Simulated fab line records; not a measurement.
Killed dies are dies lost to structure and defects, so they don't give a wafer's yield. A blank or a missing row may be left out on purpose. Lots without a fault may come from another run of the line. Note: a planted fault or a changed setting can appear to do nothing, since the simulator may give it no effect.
Split-lot experiment | flow n5-finfet | 21 wafers read from 7 lots, route of 1938 steps

== SPLIT DETAILS ==
At N5_FIN_SAQP_PECVD_48 (deposits SiNx from SiH4/NH3/N2, target thk 25 nm, time 22.1 s), the setting time-s was moved away from the recipe's 22.1 s on 9 of the 21 wafers read, by -11.4% to +14.3%. All remaining wafers had this setting at the recipe value.

== FROM THE SPLIT TO THE READING: what the file shows between them, 4 steps ==
- N5_FIN_SAQP_SPACER1_ALD_24: deposits SiO2, target thk 20.3 nm, pulse time 1 s, purge time 2 s (also split here: ald-cycles)
- N5_FIN_SAQP_SPACER1_ETCHBACK_25: etches SiO2 in CHF3/O2, target depth 24.4 nm, time 12.2 s
- N5_FIN_SAQP_MANDREL1_REMOVE_56: chemistry HBr/Cl2/O2, target a-Si, stops on SiNx, bt time 10 s
- N5_FIN_SAQP_CD_MEAS_27: target cd 20 nm

== THE READING ==
etch.depth-nm (the simulator's own value, which no gauge read), in nm, at N5_FIN_SAQP_ETCH_57 (etches SiNx in CH3F/O2, target depth 32.5 nm, time 46.4 s). The file gives no usual value for it. The 12 wafers here that ran the recipe average 24.85 nm, standard deviation 0.44 nm.

wafer  | tool, chamber at the split | time-s as run, s | against the recipe | etch.depth-nm, nm | against lot-mates on the recipe
L074.2 | pecvd-03, 1                | 22.1             | recipe             | 24.68             | -
L074.3 | pecvd-03, 2                | 22.1             | recipe             | 24.94             | -
L074.5 | pecvd-03, 0                | 22.1             | recipe             | 24.5              | -
L075.3 | pecvd-01, 2                | 25.27            | +14.3%             | 27.96             | +2.57
L075.4 | pecvd-01, 2                | 25.27            | +14.3%             | 28.7              | +3.31
L075.5 | pecvd-01, 0                | 22.1             | recipe             | 25.39             | -
L078.1 | pecvd-01, 0                | 22.1             | recipe             | 24.84             | -
L078.3 | pecvd-01, 2                | 25.16            | +13.8%             | 28.5              | +3.88
L078.4 | pecvd-01, 1                | 22.1             | recipe             | 24.4              | -
L080.1 | pecvd-01, 1                | 23.73            | +7.4%              | 26.82             | +0.95
L080.4 | pecvd-01, 2                | 23.73            | +7.4%              | 27.34             | +1.47
L080.6 | pecvd-01, 0                | 22.1             | recipe             | 25.87             | -
L086.3 | pecvd-04, 1                | 20.94            | -5.2%              | 23.4              | no lot-mate on the recipe
L086.5 | pecvd-04, 1                | 20.94            | -5.2%              | 23.61             | no lot-mate on the recipe
L086.6 | pecvd-04, 2                | 20.94            | -5.2%              | 23.63             | no lot-mate on the recipe
L091.1 | pecvd-01, 1                | 19.57            | -11.4%             | 22.32             | -2.71
L091.2 | pecvd-01, 2                | 22.1             | recipe             | 24.89             | -
L091.4 | pecvd-01, 0                | 22.1             | recipe             | 25.18             | -
L097.1 | pecvd-04, 1                | 22.1             | recipe             | 24.52             | -
L097.3 | pecvd-04, 0                | 22.1             | recipe             | 24.19             | -
L097.5 | pecvd-04, 1                | 22.1             | recipe             | 24.84             | -

FIT RESULTS
A straight line over all 21 wafers: etch.depth-nm changes by +0.25 nm for each +1% of time-s; r = +0.97; the points scatter about the line by 0.41 nm.
The same after taking each lot's own level away (the mean of its wafers on the recipe; 18 wafers): +0.224 nm for each +1%; r = +0.97; scatter 0.35 nm.
On that fit, the largest move of time-s shifts the reading by 3.2 nm.
The span of the lots' own levels, 24.517 to 25.870 nm, comes to 3.1 times the standard deviation stated above.
Hence the slope depends on the lot-to-lot level, as the two fits are not the same.
Check: for one of the wafers moved furthest among these (+14.3%), held out of the fit, the line's prediction against its lot-mates is +3.37 nm. Against them it came out at +2.57 nm.

== THESE WAFERS: OTHER SPLITS ==
These wafers also went through other splits before the reading. Each is held against what the fit with the lots' levels taken away leaves over:
other split on the same wafers        | wafers away from the commonest value | r with etch.depth-nm (lot level and that fit taken away)
N5_ZERO_LAYER_ETCH_18 icp-w           | 6                                    | -0.12
N5_FIN_SAQP_HM_DEP_03 time-s          | 4                                    | -0.28
N5_FIN_SAQP_SPACER1_ALD_24 ald-cycles | 6                                    | -0.08

== THE WHOLE CHAIN: every reading that the file lists as answering this split, in the file's order ==
step                 | what it does                                                  | reading                                                                           | change (the file's fit)               | r (the file's)
N5_FIN_SAQP_PECVD_48 | deposits SiNx from SiH4/NH3/N2, target thk 25 nm, time 22.1 s | SiNx_of_FIN_SAQP_PECVD_48.thk-nm (the simulator's own value, which no gauge read) | +0.233 nm for each +1% of the setting | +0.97
N5_FIN_SAQP_ETCH_57  | etches SiNx in CH3F/O2, target depth 32.5 nm, time 46.4 s     | etch-rf-on-time-s                                                                 | withheld for each +1% of the setting  | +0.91
N5_FIN_SAQP_ETCH_57  | etches SiNx in CH3F/O2, target depth 32.5 nm, time 46.4 s     | etch.depth-nm (the simulator's own value, which no gauge read)                    | +0.233 nm for each +1% of the setting | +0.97

== FILE'S OWN FIT ==
etch.depth-nm changes by +0.233 nm for each +1% of time-s, r = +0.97.
